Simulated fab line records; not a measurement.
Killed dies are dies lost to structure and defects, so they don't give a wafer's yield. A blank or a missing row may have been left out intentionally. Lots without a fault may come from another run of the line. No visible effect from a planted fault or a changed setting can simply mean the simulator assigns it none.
Which tool did it? + flow n5-finfet + 72 wafers from 24 lots sampled at 3 of the route's 1938 steps

== WHAT EACH GAUGE READ, for each wafer ==
N5_BEOL_M1_CD_MEAS_28: target cd y 23.3 nm.
| lot  | measured     | on        | cd-nm (nm)        |
|------|--------------|-----------|-------------------|
| L074 | day 6 09:16  | cd-sem-03 | 23.82 23.51 24.20 |
| L075 | day 6 12:17  | cd-sem-03 | 23.99 23.81 24.38 |
| L076 | day 6 13:34  | cd-sem-01 | 24.26 24.14 24.10 |
| L077 | day 6 23:08  | cd-sem-03 | 24.29 24.18 23.46 |
| L078 | day 7 06:38  | cd-sem-03 | 24.32 23.98 24.59 |
| L079 | day 7 07:19  | cd-sem-01 | 24.34 24.26 24.38 |
| L080 | day 7 15:11  | cd-sem-02 | 23.94 23.74 23.73 |
| L081 | day 7 20:36  | cd-sem-03 | 23.67 24.13 24.22 |
| L082 | day 8 07:07  | cd-sem-03 | 24.22 23.96 24.44 |
| L083 | day 8 12:25  | cd-sem-03 | 23.80 24.02 23.89 |
| L084 | day 8 12:31  | cd-sem-01 | 24.28 24.10 23.79 |
| L085 | day 9 05:07  | cd-sem-02 | 24.28 23.84 23.75 |
| L086 | day 9 06:49  | cd-sem-03 | 24.03 24.10 24.12 |
| L087 | day 9 12:42  | cd-sem-01 | 24.17 24.10 23.81 |
| L088 | day 9 12:58  | cd-sem-03 | 23.82 24.07 23.88 |
| L089 | day 9 20:42  | cd-sem-03 | 24.54 24.28 24.37 |
| L090 | day 10 02:31 | cd-sem-03 | 23.96 23.78 24.08 |
| L091 | day 10 04:17 | cd-sem-02 | 24.29 24.14 23.77 |
| L093 | day 10 23:58 | cd-sem-02 | 23.55 23.83 24.47 |
| L092 | day 11 00:04 | cd-sem-03 | 23.67 24.07 24.15 |
| L094 | day 11 02:40 | cd-sem-02 | 23.97 24.02 23.61 |
| L095 | day 11 17:54 | cd-sem-03 | 23.89 23.39 23.63 |
| L096 | day 11 23:44 | cd-sem-01 | 24.15 24.56 24.08 |
| L097 | day 12 06:50 | cd-sem-03 | 24.55 24.39 24.54 |

N5_BEOL_M1_OVL_MEAS_29.
| lot  | measured     | on         | V0_OVL (nm)    |
|------|--------------|------------|----------------|
| L074 | day 6 09:18  | overlay-01 | 0.5 -0.2 0.2   |
| L075 | day 6 12:19  | overlay-02 | 0.2 -0.7 -0.5  |
| L076 | day 6 13:36  | overlay-01 | 1.0 0.6 0.9    |
| L077 | day 6 23:11  | overlay-02 | 0.7 1.1 0.6    |
| L078 | day 7 06:41  | overlay-01 | -0.4 1.3 1.2   |
| L079 | day 7 07:21  | overlay-02 | -0.8 -0.5 -0.9 |
| L080 | day 7 15:13  | overlay-01 | 0.6 -0.1 0.7   |
| L081 | day 7 20:38  | overlay-02 | 0.9 0.2 0.4    |
| L082 | day 8 07:09  | overlay-02 | -0.8 -0.2 0.6  |
| L083 | day 8 12:27  | overlay-01 | 0.4 1.4 0.2    |
| L084 | day 8 12:33  | overlay-01 | -0.3 0.3 -0.2  |
| L085 | day 9 05:10  | overlay-02 | -0.4 -1.3 -1.5 |
| L086 | day 9 06:50  | overlay-02 | -0.2 -1.5 -1.6 |
| L087 | day 9 12:44  | overlay-02 | 0.3 0.0 -0.7   |
| L088 | day 9 13:01  | overlay-02 | 1.5 1.6 0.5    |
| L089 | day 9 20:44  | overlay-02 | 0.0 -0.3 0.2   |
| L090 | day 10 02:32 | overlay-01 | 1.3 1.1 -0.1   |
| L091 | day 10 04:20 | overlay-02 | 1.0 0.0 -0.1   |
| L093 | day 10 23:59 | overlay-01 | 0.3 0.5 0.2    |
| L092 | day 11 00:05 | overlay-02 | -0.8 -0.4 -0.7 |
| L094 | day 11 02:41 | overlay-02 | 0.2 -0.3 -0.1  |
| L095 | day 11 17:56 | overlay-01 | 1.5 1.1 0.4    |
| L096 | day 11 23:46 | overlay-01 | -0.3 -0.4 -0.5 |
| L097 | day 12 06:53 | overlay-02 | 0.4 -0.7 0.0   |

== TOOL THAT RAN EACH LOT (tool first, then ch and the chambers of the sampled wafers, then the start) ==
| lot  | N5_BEOL_M1_ETCH_64                 |
|------|------------------------------------|
| L074 | rie-diel-01 ch 0,1,3, day 6 08:31  |
| L075 | rie-diel-03 ch 0,1,2, day 6 11:24  |
| L076 | rie-diel-01 ch 0,1, day 6 12:46    |
| L077 | rie-diel-06 ch 0,2,3, day 6 22:28  |
| L078 | rie-diel-03 ch 0,2, day 7 05:45    |
| L079 | rie-diel-03 ch 0,2,3, day 7 06:32  |
| L080 | rie-diel-06 ch 0,2,3, day 7 14:13  |
| L081 | rie-diel-01 ch 0,3, day 7 19:43    |
| L082 | rie-diel-06 ch 2,3, day 8 06:19    |
| L083 | rie-diel-06 ch 0,1,2, day 8 11:43  |
| L084 | rie-diel-01 ch 0,2, day 8 11:51    |
| L085 | rie-diel-06 ch 0,1,2, day 9 04:18  |
| L086 | rie-diel-06 ch 0,1,3, day 9 06:08  |
| L087 | rie-diel-06 ch 0,1,3, day 9 11:50  |
| L088 | rie-diel-03 ch 0,2,3, day 9 12:11  |
| L089 | rie-diel-06 ch 0,3, day 9 19:51    |
| L090 | rie-diel-01 ch 1,2, day 10 01:50   |
| L091 | rie-diel-01 ch 0,1,2, day 10 03:37 |
| L093 | rie-diel-01 ch 1,2, day 10 23:10   |
| L092 | rie-diel-01 ch 1,3, day 10 23:23   |
| L094 | rie-diel-06 ch 0,1,2, day 11 01:55 |
| L095 | rie-diel-03 ch 0,2,3, day 11 17:04 |
| L096 | rie-diel-03 ch 0,2,3, day 11 22:59 |
| L097 | rie-diel-01 ch 1,3, day 12 06:03   |
- N5_BEOL_M1_ETCH_64: etches SOC in N2/H2, target depth 75 nm, overetch 15 nm, time 112.5 s.

== AS READ BY THE TOOLS THEMSELVES (means over the sampled wafers that have a number; for cases with no such wafer, the mark the record gives instead) ==
N5_BEOL_M1_ETCH_64.
| lot  | tool        | drypump-motor-current-A (A) | oes-product-au (a.u.) | rf-vpp-V (V) | showerhead-plenum-p-Torr (Torr) | throttle-valve-pct (%) |
|------|-------------|-----------------------------|-----------------------|--------------|---------------------------------|------------------------|
| L074 | rie-diel-01 | 5.5                         | 0.58                  | 525          | 2.57                            | 18.20                  |
| L075 | rie-diel-03 | 6.3                         | 0.57                  | 525          | 2.57                            | 18.01                  |
| L076 | rie-diel-01 | 5.5                         | 0.57                  | 524          | 2.55                            | 18.09                  |
| L077 | rie-diel-06 | 6.0                         | 0.59                  | 520          | 2.43                            | 17.78                  |
| L078 | rie-diel-03 | 5.9                         | 0.58                  | 525          | 2.64                            | 18.06                  |
| L079 | rie-diel-03 | 5.9                         | 0.60                  | 524          | 2.59                            | 17.87                  |
| L080 | rie-diel-06 | 6.1                         | 0.59                  | 521          | 2.42                            | 17.79                  |
| L081 | rie-diel-01 | 5.4                         | 0.59                  | 523          | 2.57                            | 18.34                  |
| L082 | rie-diel-06 | 5.8                         | 0.59                  | 519          | 2.39                            | 17.81                  |
| L083 | rie-diel-06 | 6.2                         | 0.61                  | 524          | 2.54                            | 17.87                  |
| L084 | rie-diel-01 | 5.4                         | 0.58                  | 526          | 2.60                            | 18.03                  |
| L085 | rie-diel-06 | 6.2                         | 0.61                  | 523          | 2.54                            | 17.87                  |
| L086 | rie-diel-06 | 6.3                         | 0.63                  | 523          | 2.50                            | 17.66                  |
| L087 | rie-diel-06 | 6.3                         | 0.63                  | 522          | 2.50                            | 17.65                  |
| L088 | rie-diel-03 | 5.9                         | 0.58                  | 525          | 2.58                            | 17.91                  |
| L089 | rie-diel-06 | 6.1                         | 0.59                  | 519          | 2.38                            | 17.61                  |
| L090 | rie-diel-01 | 5.5                         | 0.69                  | 525          | 2.60                            | 17.76                  |
| L091 | rie-diel-01 | 5.5                         | 0.62                  | 524          | 2.58                            | 17.93                  |
| L093 | rie-diel-01 | 5.5                         | 0.62                  | 525          | 2.61                            | 17.90                  |
| L092 | rie-diel-01 | 5.5                         | 0.69                  | 525          | 2.57                            | 17.94                  |
| L094 | rie-diel-06 | 6.2                         | 0.67                  | 523          | 2.53                            | 17.76                  |
| L095 | rie-diel-03 | 5.9                         | 0.57                  | 524          | 2.57                            | 17.94                  |
| L096 | rie-diel-03 | 5.9                         | 0.57                  | 525          | 2.57                            | 17.95                  |
| L097 | rie-diel-01 | 5.4                         | 0.63                  | 524          | 2.57                            | 18.23                  |

== THE ANSWER, worked out from the rows above alone ==
Rule: what is usual is taken from the lots themselves. Put in order of their means at a reading, lots are off if they are a third of the lots or fewer, leave a main group of 4 or more, and stand apart from it by a gap of 3 or more times the standard deviation of the main group's means; of several such gaps the widest counts. The tables above print the reading to a certain number of digits; a main group whose means all agree to those digits is not used. A lot without any number at a reading at which 4 lots or more have one is off too. Any other lot the step has rows for is counted as sound. Order of review: gauges by route order, followed by the tools' own readings, for which a lot's mean as printed above is used. At the first step where some lot is off, the reading lying furthest off is the one used; lots without a number count as furthest.
None of the lots is off at any reading shown; this tells nothing.

== WHAT THE SIMULATOR HAD PUT IN ==
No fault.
